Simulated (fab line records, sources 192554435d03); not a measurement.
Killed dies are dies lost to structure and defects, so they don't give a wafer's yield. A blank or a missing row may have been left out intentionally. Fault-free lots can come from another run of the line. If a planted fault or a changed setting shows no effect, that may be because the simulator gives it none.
fab line records	flow n5_finfet
record lots=7	wafers=21	last_day=18
route steps=1938 shown MIM_BOT_LITHO@1854 MIM_BOT_ETCH@1866
lots that met no fault: taken from a fault-free run of the same line
start_h: the number of hours between the record's first day and the start of the first shown wafer of the lot	wait_h: hours from the lot's prior step to this one	" same as the row above	L1.1+2: a row that stands for several wafers	- either no value or no given start	* or withheld: withheld	< > ~ a bound
route shown NAME@n: names a module that has steps shown in the file, with the first one's number in the route	usual: the fault-free wafers' mean and standard deviation	same: alike in all rows	chamber/n: place in a boat	sites: each site's reading	_std_site: standard deviation of those values	_edge_site: outer sites' mean less inner sites'	radius_mm: how far each site lies from the wafer's centre	mask NAME#n: copy n	behind: the tool/chamber that last shaped the wafer	hold: reason for holding the lot/hours on hold/outcome of the hold	device: whichever transistor did not switch (one of n, p or np)	end of line: tests of these same wafers at the route's end	a step with no rows: only its recipe	killed: at the first sort, the dies lost to defects and structure; wafer yield is something else	map: the dies of a wafer, with x for killed, . for not killed, _ for no die there
set.NAME: the setting as run; set.NAME@STEP: as run at that earlier step	model.NAME: the simulator's own value behind a step, which no gauge read
lots seen at some steps along the route; tables by step, rows by wafer
services: from which hour (start_h, from the record's first day; less than 0 if before it) a tool's chamber was out of use, for how many hours, and why
## steps
# step N5_MIM_BOT_LITHO_HMDS_01
# recipe time_s=60	temp_c=120
# step N5_MIM_BOT_LITHO_COAT_02
# recipe spin_rpm=*	resist_thk_nm=*
# step N5_MIM_BOT_LITHO_EBR_04
# recipe solvent=PGMEA	ebr_width_mm=1.5
# step N5_MIM_BOT_LITHO_SOFTBAKE_03
# recipe temp_c=100	time_s=90
# step N5_MIM_BOT_LITHO_EXPOSE_05
# recipe mask_id=MIM_BOT	na=0.55	source_shape=conventional	sigma_outer=0.8	polarization=unpolarized	dose_mj=24.25
# step N5_MIM_BOT_LITHO_PEB_06
# recipe peb_temp_c=withheld	peb_time_s=*
# step N5_MIM_BOT_LITHO_DEVELOP_07
# recipe develop_time_s=60	rinse_liquid=diw	dry=air_spin	dev_temp_c=21
# step N5_MIM_BOT_LITHO_HARDBAKE_09
# recipe temp_c=130	time_s=120
# step N5_MIM_BOT_LITHO_CD_MEAS_08
# recipe target_cd_nm=3000	landing_energy_ev=500	detector=se_inlens	polarity=opening
# usual cd_nm=2999.3/1.4
lot.wafer	tool	chamber	start_h	wait_h	cd_nm
L149.4	cd_sem-03	0	259.58	-	2999.5
L149.5	"	0	"	"	3001.0
L149.6	"	0	"	"	3000.3
L150.2	cd_sem-02	0	259.79	-	2998.8
L150.5	"	0	"	"	3000.1
L150.6	"	0	"	"	2999.4
L157.1	cd_sem-03	0	314.75	-	2997.0
L157.2	"	0	"	"	2996.6
L157.4	"	0	"	"	2997.8
L159.1	cd_sem-03	0	320.78	-	2998.6
L159.2	"	0	"	"	2998.0
L159.5	"	0	"	"	2999.4
L158.1	cd_sem-02	0	323.10	-	2998.1
L158.3	"	0	"	"	2997.4
L158.4	"	0	"	"	2998.5
L166.1	cd_sem-01	0	371.62	-	3001.5
L166.2	"	0	"	"	2998.4
L166.3	"	0	"	"	2998.9
L171.2	cd_sem-03	0	411.41	-	3000.5
L171.4	"	0	"	"	3000.0
L171.6	"	0	"	"	2999.1
# step N5_MIM_BOT_LITHO_OVL_MEAS_11
# recipe points_per_wafer=44
# usual MIM_BOT_OVL=-2/5.6
lot.wafer	tool	chamber	start_h	wait_h	MIM_BOT_OVL[nm]
L149.4	overlay-02	0	259.61	0.0	1
L149.5	"	0	"	"	-9
L149.6	"	0	"	"	-1
L150.2	overlay-02	0	259.82	0.0	-9
L150.5	"	0	"	"	-7
L150.6	"	0	"	"	-2
L157.1	overlay-02	0	314.78	0.0	1
L157.2	"	0	"	"	-3
L157.4	"	0	"	"	2
L159.1	overlay-02	0	320.81	0.0	-6
L159.2	"	0	"	"	-3
L159.5	"	0	"	"	-11
L158.1	overlay-02	0	323.13	0.0	-9
L158.3	"	0	"	"	-6
L158.4	"	0	"	"	-18
L166.1	overlay-01	0	371.65	0.0	2
L166.2	"	0	"	"	-4
L166.3	"	0	"	"	2
L171.2	overlay-02	0	411.44	0.0	-3
L171.4	"	0	"	"	-2
L171.6	"	0	"	"	5
# step N5_MIM_BOT_LITHO_INSPECT_12
# recipe mode=adi	inspect_instrument=macro
# usual raw_defect_count=2.2/1.5
lot.wafer	tool	chamber	start_h	wait_h	raw_defect_count
L149.4	defect_inspect-02	-	259.64	0.0	3
L149.5	"	-	"	"	0
L149.6	"	-	"	"	4
L150.2	defect_inspect-02	-	259.84	0.0	1
L150.5	"	-	"	"	1
L150.6	"	-	"	"	1
L157.1	defect_inspect-01	-	314.80	0.0	2
L157.2	"	-	"	"	3
L157.4	"	-	"	"	3
L159.1	defect_inspect-01	-	320.83	0.0	1
L159.2	"	-	"	"	2
L159.5	"	-	"	"	3
L158.1	defect_inspect-02	-	323.15	0.0	3
L158.3	"	-	"	"	3
L158.4	"	-	"	"	4
L166.1	defect_inspect-01	-	371.67	0.0	2
L166.2	"	-	"	"	4
L166.3	"	-	"	"	1
L171.2	defect_inspect-02	-	411.47	0.0	0
L171.4	"	-	"	"	3
L171.6	"	-	"	"	5
# step N5_MIM_BOT_LITHO_DESCUM_10
# recipe chemistry=O2	time_s=7.9	source_power_w=50	bias_power_w=20	pressure_mtorr=20	rf_frequency_hz=2.712e+07	temp_c=40	o2_flow_sccm=225
# usual drypump_motor_current_A=5.9/0.41	oes_product_au=0.83/0.078	rf_vpp_V=243.4/1.4	showerhead_plenum_p_Torr=2.11/0.07	throttle_valve_pct=20.24/0.24
lot.wafer	tool	chamber	start_h	wait_h	drypump_motor_current_A	oes_product_au	rf_hours_counter_h	rf_vpp_V	showerhead_plenum_p_Torr	throttle_valve_pct
L149.4	rie_diel-02	0	259.70	0.1	5.5	0.77	-	243.6	2.09	19.98
L149.5	"	3	"	"	5.9	0.77	-	243.4	2.10	20.43
L149.6	"	2	"	"	5.6	0.90	-	243.6	2.13	20.65
L150.2	rie_diel-01	2	259.88	0.0	5.6	0.73	208	242.4	2.06	20.10
L150.5	"	0	"	"	6.2	0.88	-	244.9	2.13	19.86
L150.6	"	1	"	"	5.9	0.84	-	242.0	2.02	20.19
L157.1	rie_diel-02	0	314.83	0.0	5.5	0.76	155	245.3	2.08	20.01
L157.2	"	3	"	"	5.9	0.76	141	244.7	2.09	20.46
L157.4	"	2	"	"	5.6	0.86	62	245.8	2.12	20.69
L159.1	rie_diel-02	1	321.11	0.3	4.8	0.93	16	244.9	2.23	20.03
L159.2	"	2	"	"	5.6	0.85	64	243.7	2.12	20.67
L159.5	"	3	"	"	5.9	0.74	-	243.7	2.09	20.45
L158.1	rie_diel-02	2	323.19	0.0	5.6	0.86	65	243.5	2.12	20.67
L158.3	"	1	"	"	4.8	0.93	17	246.2	2.23	20.05
L158.4	"	0	"	"	5.5	0.75	158	244.8	2.08	20.04
L166.1	rie_diel-03	1	371.71	0.0	5.8	0.91	22	245.0	2.15	20.14
L166.2	"	0	"	"	6.3	0.83	69	241.6	2.03	19.99
L166.3	"	2	"	"	6.4	0.97	8	245.1	2.23	20.08
L171.2	rie_diel-03	0	411.50	0.0	6.3	0.82	81	241.6	2.03	19.99
L171.4	"	1	"	"	5.8	0.88	36	244.8	2.14	20.19
L171.6	"	3	"	"	6.3	0.84	-	242.4	2.04	20.48
# step N5_MIM_BOT_ETCH_ETCH_04
# recipe chemistry=CF4/O2	target=SiNx	target_depth_a=260	time_s=13	ion_energy_ev=100	pressure_mtorr=40	source_w=535	bias_w=49	Ar_flow_sccm=100	cf4_flow_sccm=100	O2_flow_sccm=10
# usual bias_w=49.01/0.15	cf4_flow_sccm=100.1/0.31	drypump_motor_current_A=5.9/0.41	oes_o_777_au=0.83/0.077	oes_product_au=0.83/0.078	rf_vpp_V=240/3.2	showerhead_plenum_p_Torr=2.22/0.068	throttle_valve_pct=15.81/0.23
lot.wafer	tool	chamber	start_h	wait_h	bias_w	cf4_flow_sccm	drypump_motor_current_A	oes_o_777_au	oes_product_au	rf_hours_counter_h	rf_vpp_V	showerhead_plenum_p_Torr	throttle_valve_pct	model.etch.depth_nm
L149.4	rie_diel-02	0	259.77	0.0	49.06	100.4	5.5	0.76	0.76	-	239	2.21	15.64	26.13
L149.5	"	3	"	"	49.23	100.3	5.9	0.76	0.76	-	243	2.22	16.05	25.7
L149.6	"	2	"	"	48.87	100.0	5.7	0.88	0.88	-	239	2.24	16.17	26.05
L150.2	rie_diel-01	2	259.94	0.0	48.90	99.9	5.6	0.74	0.74	208	235	2.18	15.81	26.07
L150.5	"	0	"	"	48.95	100.1	6.2	0.88	0.89	-	236	2.24	15.45	26.55
L150.6	"	1	"	"	49.14	100.1	5.9	0.83	0.85	-	237	2.14	15.79	26.5
L157.1	rie_diel-02	0	314.90	0.0	49.02	129.6	5.5	0.56	0.77	155	245	2.40	16.84	27.1
L157.2	"	3	"	"	49.03	130.4	5.9	0.55	0.76	141	248	2.41	17.24	26.45
L157.4	"	2	"	"	48.87	130.0	5.6	0.64	0.88	62	245	2.44	17.40	26.94
L159.1	rie_diel-02	1	321.18	0.0	49.01	129.9	4.8	0.70	0.95	16	249	2.55	16.73	26.83
L159.2	"	2	"	"	48.95	130.1	5.6	0.64	0.88	64	244	2.44	17.39	27.05
L159.5	"	3	"	"	49.06	130.0	5.9	0.55	0.77	-	249	2.41	17.23	26.78
L158.1	rie_diel-02	2	323.25	0.0	48.97	130.8	5.6	0.64	0.88	65	244	2.44	17.39	27.4
L158.3	"	1	"	"	48.89	130.2	4.8	0.70	0.96	17	249	2.55	16.73	26.94
L158.4	"	0	"	"	48.93	130.0	5.5	0.56	0.78	158	246	2.40	16.82	27.33
L166.1	rie_diel-03	1	371.77	0.0	48.74	100.1	5.8	0.93	0.91	22	240	2.25	15.63	26.04
L166.2	"	0	"	"	49.08	100.0	6.3	0.82	0.82	69	243	2.14	15.58	25.69
L166.3	"	2	"	"	48.91	100.3	6.4	0.96	0.98	8	247	2.33	15.56	26.72
L171.2	rie_diel-03	0	411.57	0.0	48.88	99.9	6.3	0.81	0.82	81	242	2.14	15.60	25.95
L171.4	"	1	"	"	48.82	99.9	5.8	0.90	0.89	36	240	2.24	15.65	26.33
L171.6	"	3	"	"	48.76	100.2	6.3	0.85	0.84	-	239	2.15	16.01	26.42
# step N5_MIM_BOT_ETCH_ETCH_03
# recipe chemistry=Cl2/BCl3	target_depth_a=120	pressure_mtorr=8	icp_w=800	bias_w=100	Cl2_flow_sccm=20	bcl3_flow_sccm=80
# usual bcl3_flow_sccm=80.02/0.23	bias_w=100.00/0.3	drypump_motor_current_A=5.7/0.48	oes_product_au=0.79/0.096	throttle_valve_pct=27.60/0.21
lot.wafer	tool	chamber	start_h	wait_h	bcl3_flow_sccm	bias_w	drypump_motor_current_A	oes_product_au	rf_hours_counter_h	throttle_valve_pct
L149.4	rie_metal-01	1	259.85	0.1	79.91	100.18	6.2	0.81	-	27.76
L149.5	"	1	"	"	79.74	100.29	6.2	0.80	-	27.75
L149.6	"	0	"	"	80.02	100.09	5.5	0.89	-	27.64
L150.2	rie_metal-03	0	260.03	0.1	80.29	99.77	5.6	0.82	33	27.72
L150.5	"	0	"	"	79.96	100.10	5.6	0.83	-	27.70
L150.6	"	1	"	"	80.21	99.75	5.7	0.78	-	27.43
L157.1	rie_metal-02	0	315.00	0.1	79.92	100.20	4.8	0.98	0	27.03
L157.2	"	1	"	"	79.58	99.98	6.2	0.63	108	27.78
L157.4	"	0	"	"	79.86	99.92	4.8	0.97	-	27.04
L159.1	rie_metal-01	0	321.27	0.1	80.17	99.90	5.5	0.87	14	27.66
L159.2	"	1	"	"	79.27	100.31	6.2	0.79	43	27.79
L159.5	"	0	"	"	80.09	100.00	5.5	0.87	-	27.68
L158.1	rie_metal-01	1	323.34	0.1	80.28	99.75	6.2	0.79	43	27.77
L158.3	"	0	"	"	80.18	99.36	5.5	0.88	-	27.66
L158.4	"	1	"	"	80.11	99.71	6.2	0.78	-	27.77
L166.1	rie_metal-01	0	371.86	0.1	80.15	99.85	5.5	0.85	17	27.67
L166.2	"	1	"	"	79.91	99.96	6.2	0.78	47	27.78
L166.3	"	1	"	"	80.04	99.29	6.2	0.79	-	27.79
L171.2	rie_metal-01	0	411.66	0.1	80.17	100.68	5.5	0.84	21	27.68
L171.4	"	0	"	"	80.06	100.37	5.5	0.84	-	27.68
L171.6	"	0	"	"	80.13	100.52	5.5	0.84	-	27.69
## services
tool	chamber	start_h	hours	kind
rie_diel-02	1	238.88	-	clean
rie_diel-02	1	238.88	-	consumable_replace:focus_ring
rie_diel-02	1	238.88	-	consumable_replace:showerhead
rie_diel-02	1	238.88	29.3	scheduled_down
rie_diel-02	1	238.88	29.3	vent_cycle
rie_metal-01	0	274.69	5.8	repair
rie_metal-03	1	284.91	1.2	repair
rie_metal-01	-	294.76	2.8	pm
rie_diel-03	1	296.75	-	clean
rie_diel-03	1	296.75	-	consumable_replace:focus_ring
rie_diel-03	-	297.60	0.3	repair
rie_diel-03	2	307.14	2.8	repair
rie_diel-03	2	325.56	-	clean
rie_diel-03	2	325.56	-	consumable_replace:focus_ring
rie_diel-03	2	325.56	-	consumable_replace:showerhead
rie_diel-03	2	325.56	22.2	scheduled_down
rie_diel-03	2	325.56	22.2	vent_cycle
rie_diel-01	-	326.39	2.8	pm
rie_metal-02	-	341.80	0.9	repair
rie_diel-02	1	347.22	1.7	repair
rie_diel-01	2	360.58	11.6	repair
rie_metal-01	-	389.99	2.2	repair
rie_diel-03	0	391.28	3.4	repair
rie_diel-02	1	395.77	3.4	repair
## key
first_sign step=N5_MIM_BOT_ETCH_ETCH_04	reading=cf4_flow_sccm	direction=up	sigmas=98	usual=100.1	struck=130.1
effect step=N5_MIM_BOT_ETCH_ETCH_04	reading=throttle_valve_pct	direction=up	sigmas=5.5	usual=*	struck=*
model_effect step=N5_MIM_BOT_ETCH_ETCH_04	value=etch.depth_nm	without=26.15	struck=26.98
met_at N5_MIM_BOT_ETCH_ETCH_04
struck_wafers L157.1,L157.2,L157.4,L158.1,L158.3,L158.4,L159.1,L159.2,L159.5
onset_between 259.77 314.90
fault kind=process_parameter_drift	tool=rie_diel-02	chamber=-	onset_h=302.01	steps=N5_MIM_BOT_ETCH_ETCH_04	channel=cf4_flow_sccm	offset=30	shape=step	end_h=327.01	acts_in=these_recipes_only	stated=100
